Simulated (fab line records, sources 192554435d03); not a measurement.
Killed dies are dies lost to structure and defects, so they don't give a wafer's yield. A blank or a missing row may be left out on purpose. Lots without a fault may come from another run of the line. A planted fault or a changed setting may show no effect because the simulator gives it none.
Which tool did it? | flow n5_finfet | 10 lots, 30 wafers sampled, at 3 steps of a route of 1938

WHAT THE GAUGES READ, wafer by wafer
N5_FIN_SAQP_CD_MEAS_16: target cd 35.6 nm.
lot  | measured    | on        | cd_nm (nm)
L666 | day 2 05:37 | cd_sem-01 | 35.1 34.8 35.0
L667 | day 2 10:16 | cd_sem-01 | 36.1 36.2 35.7
L670 | day 3 04:15 | cd_sem-02 | 35.4 35.0 35.1
L671 | day 3 10:05 | cd_sem-03 | 35.8 35.9 36.1
L672 | day 3 16:41 | cd_sem-02 | 35.5 35.3 35.6
L674 | day 4 04:13 | cd_sem-01 | 38.3 38.2 38.6
L675 | day 4 10:28 | cd_sem-02 | 38.0 38.6 38.2
L684 | day 6 15:54 | cd_sem-02 | 35.7 36.1 35.7
L687 | day 7 09:56 | cd_sem-01 | 35.9 35.6 35.4
L688 | day 7 15:53 | cd_sem-01 | 35.7 35.6 35.3

WHICH TOOL RAN EACH LOT (tool, then ch and the chambers of the sampled wafers, then the start)
lot  | N5_FIN_SAQP_PECVD_48           | N5_FIN_SAQP_PEB_14
L666 | pecvd-04 ch 1,2, day 2 05:01   | litho_track-03 ch 0, day 2 05:33
L667 | pecvd-01 ch 0,1,2, day 2 09:40 | litho_track-02 ch 0, day 2 10:12
L670 | pecvd-02 ch 0,1, day 3 03:44   | litho_track-03 ch 0, day 3 04:11
L671 | pecvd-01 ch 0,1,2, day 3 09:26 | litho_track-02 ch 0, day 3 10:01
L672 | pecvd-04 ch 1, day 3 16:02     | litho_track-02 ch 0, day 3 16:37
L674 | pecvd-04 ch 0,1, day 4 03:40   | litho_track-03 ch 0, day 4 04:08
L675 | pecvd-01 ch 0,2, day 4 09:50   | litho_track-03 ch 0, day 4 10:24
L684 | pecvd-04 ch 0,1, day 6 15:22   | litho_track-02 ch 0, day 6 15:50
L687 | pecvd-01 ch 0,1, day 7 09:19   | litho_track-04 ch 0, day 7 09:52
L688 | pecvd-04 ch 0,1, day 7 15:14   | litho_track-04 ch 0, day 7 15:48
- N5_FIN_SAQP_PECVD_48: deposits SiNx from SiH4/NH3/N2, target thk 25 nm, time 22.1 s.
- N5_FIN_SAQP_PEB_14: peb time 60 s.

THE ANSWER, worked out from the rows above alone
Rule: what is usual is taken from the lots themselves. Put in order of their means at a reading, lots are off if they are a third of the lots or fewer, leave a main group of 4 or more, and stand apart from it by a gap of 3 or more times the standard deviation of the main group's means; of several such gaps the widest counts. A main group whose means are all the same, to the digits that the tables above print for the reading, isn't used. A lot without any number at a reading at which 4 lots or more have one is off too. The other lots that the step has rows for count as sound.
Off: L674, L675, at N5_FIN_SAQP_CD_MEAS_16 (cd_nm). The main group: mean 35.6 nm, standard deviation 0.34.
A tool fits if, at a process step before that reading, it ran every lot that is off, and no sound lot after the first of them. The gauges at N5_FIN_SAQP_CD_MEAS_16 are tried like those tools. One fits: litho_track-03 at N5_FIN_SAQP_PEB_14. Its last sound lot is L670 (day 3 04:11), its first lot that is off L674 (day 4 04:08): a fault that began between those two fits.

WHAT THE SIMULATOR HAD PUT IN
Process parameter drift: litho_track-03, from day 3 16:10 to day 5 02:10, at N5_FIN_SAQP_PEB_14. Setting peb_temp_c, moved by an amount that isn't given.
Lots struck among those shown: L674, L675. The rule above found the same.
